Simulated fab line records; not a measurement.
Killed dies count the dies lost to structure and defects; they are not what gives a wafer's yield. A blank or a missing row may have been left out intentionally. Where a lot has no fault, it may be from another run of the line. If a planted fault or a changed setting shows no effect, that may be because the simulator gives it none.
Matching of chambers    flow n5-finfet    N5_BEOL_M0_SAQP_PECVD_96 on pecvd-02 has 3 sister chambers
The step deposits a-Si from SiH4/He, target thk 45 nm, time 45.2 s. 6 wafers are shown with their chamber, then 7 later ones without.

EACH WAFER AND ITS CHAMBER
wafer   chamber  showerhead-plenum-p-Torr (Torr)  throttle-valve-pct (%)
L075.6  2        5.56                             17.8
L077.4  2        5.55                             17.8
L078.4  0        5.72                             18.4
L078.5  1        5.75                             19.1
L085.1  1        5.75                             19.3
L085.2  0        5.72                             18.3

WAFERS WITHOUT THEIR CHAMBER
wafer   showerhead-plenum-p-Torr (Torr)  throttle-valve-pct (%)
L085.3  5.75                             19.0
L087.2  5.74                             18.7
L087.3  5.71                             18.7
L087.4  5.75                             19.3
L089.2  5.74                             18.8
L089.4  5.73                             19.3
L089.5  5.75                             19.1

EACH ONE'S CHAMBER
wafer   from the rows above      in truth
L085.3  1                        1
L087.2  can't be placed: 1 or 0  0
L087.3  0                        0
L087.4  1                        1
L089.2  can't be placed: 1 or 0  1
L089.4  1                        1
L089.5  1                        1
5 of 7 placed correctly. From these rows, 2 cannot be placed; in 2 the true chamber is one of the candidates. Placed wrongly: 0.
How it was worked out, from the rows above alone: a wafer's distance from a chamber is the root of the sum, over the readings, of the square of ((its reading less the chamber's mean) divided by the reading's scatter). The wafer belongs to the nearest chamber; if the next one is less than 2 further off, it can't be placed. For every chamber, the mean is computed from those of its wafers that are shown. The scatter: take each reading less its chamber's mean, square it, sum over the shown wafers, divide by the number of wafers less the number of chambers, and take the root.
